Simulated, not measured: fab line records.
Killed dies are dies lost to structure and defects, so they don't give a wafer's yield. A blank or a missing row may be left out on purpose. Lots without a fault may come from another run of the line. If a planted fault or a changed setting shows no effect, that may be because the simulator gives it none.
Chamber matching | flow nand_harc | NHARC_A_STAIRCASE_ETCH_313 on rie_diel-02 has 4 sister chambers
The step etches the open film in CF4/CHF3. 8 wafers are shown with their chamber, then 12 later ones without.

EACH WAFER AND ITS CHAMBER
wafer  | chamber | showerhead_plenum_p_Torr (Torr) | rf_vpp_V (V)
L081.3 | 1       | 1.48                            | 367.1
L084.6 | 1       | 1.48                            | 368.0
L090.5 | 0       | 1.53                            | 369.1
L089.1 | 2       | 1.48                            | 366.1
L089.5 | 3       | 1.50                            | 369.2
L092.2 | 2       | 1.47                            | 367.0
L092.3 | 0       | 1.53                            | 370.1
L092.6 | 3       | 1.50                            | 367.6

WAFERS WITH NO CHAMBER GIVEN
wafer  | showerhead_plenum_p_Torr (Torr) | rf_vpp_V (V)
L091.4 | 1.50                            | 367.4
L091.5 | 1.47                            | 367.0
L091.6 | 1.50                            | 367.0
L095.1 | 1.47                            | 366.2
L095.2 | 1.50                            | 367.0
L095.3 | 1.47                            | 367.2
L093.1 | 1.47                            | 366.6
L093.3 | 1.47                            | 366.1
L093.4 | 1.53                            | 368.2
L097.1 | 1.49                            | 368.2
L097.3 | 1.47                            | 367.2
L097.5 | 1.53                            | 370.2

THE CHAMBER EACH PASSED THROUGH
wafer  | from the rows above          | in truth
L091.4 | 3                            | 3
L091.5 | can't be placed: 2 or 1      | 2
L091.6 | 3                            | 3
L095.1 | can't be placed: 2 or 1      | 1
L095.2 | 3                            | 3
L095.3 | can't be placed: 2 or 1      | 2
L093.1 | can't be placed: 2 or 1      | 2
L093.3 | can't be placed: 2 or 1      | 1
L093.4 | 0                            | 0
L097.1 | can't be placed: 3 or 1 or 2 | 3
L097.3 | can't be placed: 2 or 1      | 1
L097.5 | 0                            | 0
Correct placement for 5 of the 12. Unplaceable from these rows: 7, with the true chamber sitting among the candidates in 7. 0 placed wrongly.
How it was worked out, from the rows above alone: a wafer's distance from a chamber is the root of the sum, over the readings, of the square of ((its reading less the chamber's mean) divided by the reading's scatter). The wafer belongs to the nearest chamber; if the next one is less than 2 further off, it can't be placed. A chamber's mean is the mean of its shown wafers. The scatter: take each reading less its chamber's mean, square it, sum over the shown wafers, divide by the number of wafers less the number of chambers, and take the root.
